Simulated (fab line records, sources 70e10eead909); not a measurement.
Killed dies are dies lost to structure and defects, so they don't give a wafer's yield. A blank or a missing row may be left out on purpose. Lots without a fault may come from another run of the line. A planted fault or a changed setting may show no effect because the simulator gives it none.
Chamber matching | flow nand_harc | NHARC_A_CONTACT_ETCH_91 on rie_diel-10: 4 sister chambers
The step etches the open film in CH3F/O2, target depth 40 nm, time 85.7 s. 30 wafers are shown with their chamber, then 12 later ones without.

WAFERS WITH THEIR CHAMBER
wafer  | chamber | showerhead_plenum_p_Torr (Torr) | drypump_motor_current_A (A) | rf_vpp_V (V)
L075.2 | 0       | 2.59                            | 5.31                        | 247.7
L075.4 | 1       | 2.45                            | 5.60                        | 244.4
L075.6 | 1       | 2.45                            | 5.62                        | 245.0
L077.1 | 3       | 2.61                            | 5.87                        | 247.7
L077.2 | 1       | 2.44                            | 5.61                        | 244.5
L077.5 | 1       | 2.44                            | 5.63                        | 244.2
L080.2 | 2       | 2.53                            | 6.06                        | 244.6
L080.3 | 1       | 2.44                            | 5.63                        | 244.5
L080.6 | 0       | 2.59                            | 5.30                        | 246.7
L079.1 | 0       | 2.59                            | 5.31                        | 244.4
L079.3 | 2       | 2.53                            | 6.05                        | 244.8
L079.6 | 1       | 2.44                            | 5.65                        | 244.6
L078.2 | 1       | 2.44                            | 5.63                        | 244.4
L078.3 | 0       | 2.59                            | 5.30                        | 246.4
L078.4 | 3       | 2.61                            | 5.92                        | 246.9
L082.1 | 0       | 2.58                            | 5.31                        | 247.2
L082.5 | 1       | 2.44                            | 5.65                        | 243.7
L082.6 | 0       | 2.58                            | 5.30                        | 246.6
L083.1 | 2       | 2.53                            | 6.01                        | 247.1
L083.2 | 1       | 2.44                            | 5.64                        | 245.4
L083.5 | 1       | 2.44                            | 5.66                        | 243.0
L086.1 | 1       | 2.44                            | 5.66                        | 243.7
L086.2 | 2       | 2.53                            | 6.09                        | 247.3
L086.4 | 3       | 2.60                            | 5.86                        | 247.0
L088.2 | 3       | 2.60                            | 5.88                        | 246.2
L088.4 | 2       | 2.53                            | 6.06                        | 246.0
L088.5 | 0       | 2.58                            | 5.32                        | 245.1
L085.1 | 3       | 2.60                            | 5.90                        | 244.4
L085.4 | 1       | 2.44                            | 5.60                        | 246.3
L085.6 | 2       | 2.53                            | 6.05                        | 244.1

SIGNATURES (means of the wafers above)
reading                  | chamber 0 | chamber 1 | chamber 2 | chamber 3 | scatter within a chamber
showerhead_plenum_p_Torr | 2.5857    | 2.4417    | 2.5300    | 2.6040    | 0.0042
drypump_motor_current_A  | 5.3071    | 5.6317    | 6.0533    | 5.8860    | 0.0205
rf_vpp_V                 | 246.300   | 244.475   | 245.650   | 246.440   | 1.1
Rule: a wafer's distance from a chamber is the root of the sum, over the readings, of the square of ((its reading less the chamber's mean) divided by the reading's scatter). The wafer belongs to the nearest chamber; if the next one is less than 2 further off, it can't be placed. The scatter: the root of (the sum of the squares of (reading less its chamber's mean) over the shown wafers, divided by (wafers less chambers)).

WAFERS WITHOUT THEIR CHAMBER
wafer  | showerhead_plenum_p_Torr (Torr) | drypump_motor_current_A (A) | rf_vpp_V (V)
L090.1 | 2.53                            | 6.02                        | 245.9
L090.3 | 2.44                            | 5.64                        | 243.5
L090.5 | 2.52                            | 6.06                        | 246.3
L095.1 | 2.52                            | 6.10                        | 245.0
L095.2 | 2.58                            | 5.31                        | 244.3
L095.3 | 2.60                            | 5.90                        | 246.3
L093.1 | 2.58                            | 5.33                        | 246.7
L093.3 | 2.52                            | 6.00                        | 247.6
L093.4 | 2.43                            | 5.61                        | 244.8
L096.2 | 2.58                            | 5.31                        | 245.1
L096.5 | 2.58                            | 5.31                        | 247.2
L096.6 | 2.60                            | 5.89                        | 245.6

WHICH CHAMBER EACH WENT THROUGH
wafer  | from the rows above | in truth
L090.1 | 2                   | 2
L090.3 | 1                   | 1
L090.5 | 2                   | 2
L095.1 | 2                   | 2
L095.2 | 0                   | 0
L095.3 | 3                   | 3
L093.1 | 0                   | 0
L093.3 | 2                   | 2
L093.4 | 1                   | 1
L096.2 | 0                   | 0
L096.5 | 0                   | 0
L096.6 | 3                   | 3
Placed correctly: 12 of 12. Can't be placed from these rows: 0. Placed wrongly: 0.
